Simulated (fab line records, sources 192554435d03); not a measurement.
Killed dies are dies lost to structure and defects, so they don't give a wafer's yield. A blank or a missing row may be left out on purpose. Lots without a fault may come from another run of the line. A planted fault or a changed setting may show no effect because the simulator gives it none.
Which tool did it? | flow n5_finfet | 24 lots, 72 wafers sampled, at 2 steps of a route of 1938

WHAT THE GAUGES READ, wafer by wafer
N5_BEOL_M9_OCD_MEAS_38. Usual: trench_depth_nm 151.8 nm, standard deviation 2.6.
lot  | measured     | on     | trench_depth_nm (nm) | flag
L075 | day 9 12:15  | ocd-02 | 154.9 152.2 155.3    |
L074 | day 9 12:25  | ocd-02 | 154.8 153.7 152.9    |
L076 | day 10 03:25 | ocd-02 | 149.9 153.6 150.3    |
L077 | day 10 12:01 | ocd-01 | 152.4 151.0 151.4    |
L078 | day 10 12:11 | ocd-02 | 152.6 153.9 153.3    |
L079 | day 10 13:56 | ocd-01 | 150.5 150.1 148.4    |
L080 | day 11 03:05 | ocd-01 | 154.8 152.3 154.1    |
L081 | day 11 10:42 | ocd-02 | 152.4 153.1 149.0    |
L083 | day 11 12:43 | ocd-01 | 152.4 151.9 148.1    |
L082 | day 11 18:13 | ocd-02 | 151.5 146.6 152.4    |
L084 | day 11 21:17 | ocd-02 | 151.2 150.9 147.3    |
L086 | day 12 20:07 | ocd-02 | 154.1 151.9 154.8    |
L085 | day 13 00:53 | ocd-01 | 153.9 155.6 157.1    |
L087 | day 13 01:26 | ocd-01 | 149.5 149.7 152.7    |
L089 | day 13 23:43 | ocd-01 | 154.0 150.4 152.7    |
L088 | day 14 00:10 | ocd-01 | 151.7 149.4 151.9    |
L090 | day 14 05:34 | ocd-02 | 145.8 151.8 149.2    |
L091 | day 14 08:53 | ocd-02 | 152.3 149.8 146.9    |
L093 | day 14 16:44 | ocd-01 | 150.5 153.4 153.3    |
L092 | day 15 03:07 | ocd-02 | 151.8 148.6 152.6    |
L094 | day 15 08:58 | ocd-02 | 155.1 155.7 154.6    |
L095 | day 15 19:31 | ocd-02 | 154.9 155.6 154.8    |
L096 | day 16 01:59 | ocd-01 | 150.2 148.5 149.4    |
L097 | day 16 16:56 | ocd-01 | 155.7 156.4 152.3    |

WHICH TOOL RAN EACH LOT (tool, then ch and the chambers of the sampled wafers, then the start)
lot  | N5_BEOL_M9_STRIP_36
L075 | rie_diel-01 ch 0,2,3, day 9 12:02
L074 | rie_diel-03 ch 1,2,3, day 9 12:12
L076 | rie_diel-01 ch 0,1,2, day 10 03:12
L077 | rie_diel-02 ch 1,2, day 10 11:48
L078 | rie_diel-01 ch 2,3, day 10 11:58
L079 | rie_diel-02 ch 1,2,3, day 10 13:43
L080 | rie_diel-03 ch 1,2,3, day 11 02:52
L081 | rie_diel-03 ch 0,1,3, day 11 10:29
L083 | rie_diel-03 ch 0,3, day 11 12:30
L082 | rie_diel-01 ch 1,3, day 11 17:59
L084 | rie_diel-02 ch 0,1,2, day 11 21:04
L086 | rie_diel-03 ch 1,2, day 12 19:54
L085 | rie_diel-03 ch 0,2,3, day 13 00:41
L087 | rie_diel-01 ch 0,3, day 13 01:14
L089 | rie_diel-01 ch 0,1,3, day 13 23:30
L088 | rie_diel-02 ch 1,3, day 13 23:58
L090 | rie_diel-02 ch 0,1,3, day 14 05:21
L091 | rie_diel-02 ch 0,1,3, day 14 08:41
L093 | rie_diel-01 ch 0,2,3, day 14 16:32
L092 | rie_diel-01 ch 0,2,3, day 15 02:54
L094 | rie_diel-03 ch 0,1, day 15 08:46
L095 | rie_diel-01 ch 2,3, day 15 19:18
L096 | rie_diel-02 ch 1,3, day 16 01:46
L097 | rie_diel-01 ch 2,3, day 16 16:44
- N5_BEOL_M9_STRIP_36: strips in N2/H2.

WHAT THE TOOLS THEMSELVES READ (means of the sampled wafers that have a number; where no wafer has one, the mark that the record gives instead)
N5_BEOL_M9_STRIP_36. Usual: drypump_motor_current_A 5.8 A, standard deviation 0.49; oes_product_au 0.78 a.u., standard deviation 0.094; rf_vpp_V 59.1 V, standard deviation 1.5; showerhead_plenum_p_Torr 2.54 Torr, standard deviation 0.085; throttle_valve_pct 23.6 %, standard deviation 0.35.
lot  | tool        | drypump_motor_current_A (A) | oes_product_au (a.u.) | rf_vpp_V (V) | showerhead_plenum_p_Torr (Torr) | throttle_valve_pct (%) | flag
L075 | rie_diel-01 | 6.0                         | 0.78                  | 59.5         | 2.56                            | 23.7                   |
L074 | rie_diel-03 | 5.4                         | 0.72                  | 59.9         | 2.52                            | 23.9                   |
L076 | rie_diel-01 | 5.9                         | 0.75                  | 57.9         | 2.48                            | 23.4                   |
L077 | rie_diel-02 | 6.1                         | 0.72                  | 59.8         | 2.48                            | 23.7                   |
L078 | rie_diel-01 | 6.0                         | 0.71                  | 59.4         | 2.53                            | 24.0                   |
L079 | rie_diel-02 | 5.8                         | 0.77                  | 60.9         | 2.52                            | 23.5                   |
L080 | rie_diel-03 | 5.4                         | 0.72                  | 59.3         | 2.51                            | 23.9                   |
L081 | rie_diel-03 | 5.5                         | 0.71                  | 59.4         | 2.52                            | 24.0                   |
L083 | rie_diel-03 | 5.2                         | 0.71                  | 58.4         | 2.55                            | 23.9                   |
L082 | rie_diel-01 | 6.6                         | 0.70                  | 58.5         | 2.55                            | 23.8                   |
L084 | rie_diel-02 | 5.7                         | 0.75                  | 58.9         | 2.46                            | 23.7                   |
L086 | rie_diel-03 | 5.6                         | 0.82                  | 58.1         | 2.47                            | 23.8                   |
L085 | rie_diel-03 | 5.3                         | 0.89                  | 58.6         | 2.56                            | 23.5                   |
L087 | rie_diel-01 | 5.9                         | 0.79                  | 57.5         | 2.58                            | 23.4                   |
L089 | rie_diel-01 | 6.3                         | 0.83                  | 59.0         | 2.63                            | 23.4                   |
L088 | rie_diel-02 | 6.0                         | 0.75                  | 57.9         | 2.55                            | 23.6                   |
L090 | rie_diel-02 | 5.7                         | 0.77                  | 59.6         | 2.54                            | 23.6                   |
L091 | rie_diel-02 | 5.7                         | 0.79                  | 58.9         | 2.54                            | 23.6                   |
L093 | rie_diel-01 | 5.9                         | 0.83                  | 58.9         | 2.55                            | 23.6                   |
L092 | rie_diel-01 | 5.9                         | 0.82                  | 59.6         | 2.55                            | 23.6                   |
L094 | rie_diel-03 | 5.7                         | 0.80                  | 58.2         | 2.48                            | 24.0                   |
L095 | rie_diel-01 | 6.0                         | 0.85                  | 58.1         | 2.51                            | 23.7                   |
L096 | rie_diel-02 | 6.0                         | 0.74                  | 59.4         | 2.55                            | 23.6                   |
L097 | rie_diel-01 | 6.0                         | 0.83                  | 60.8         | 2.51                            | 23.7                   |

THE ANSWER, worked out from the rows above alone
Rule: a lot is off if the mean of its wafers that have a number lies more than 3 standard deviations from the usual mean. A lot without any number at a reading at which 4 lots or more have one is off too. The other lots that the step has rows for count as sound. The gauges are gone through in route order, then the tools' own readings, and for those a lot's mean is taken as printed above. The first step at which some lot is off is used, and at that step the reading that is off furthest; a lot without a number counts as furthest.
No lot is off at any reading shown: from this, nothing can be told.

WHAT THE SIMULATOR HAD PUT IN
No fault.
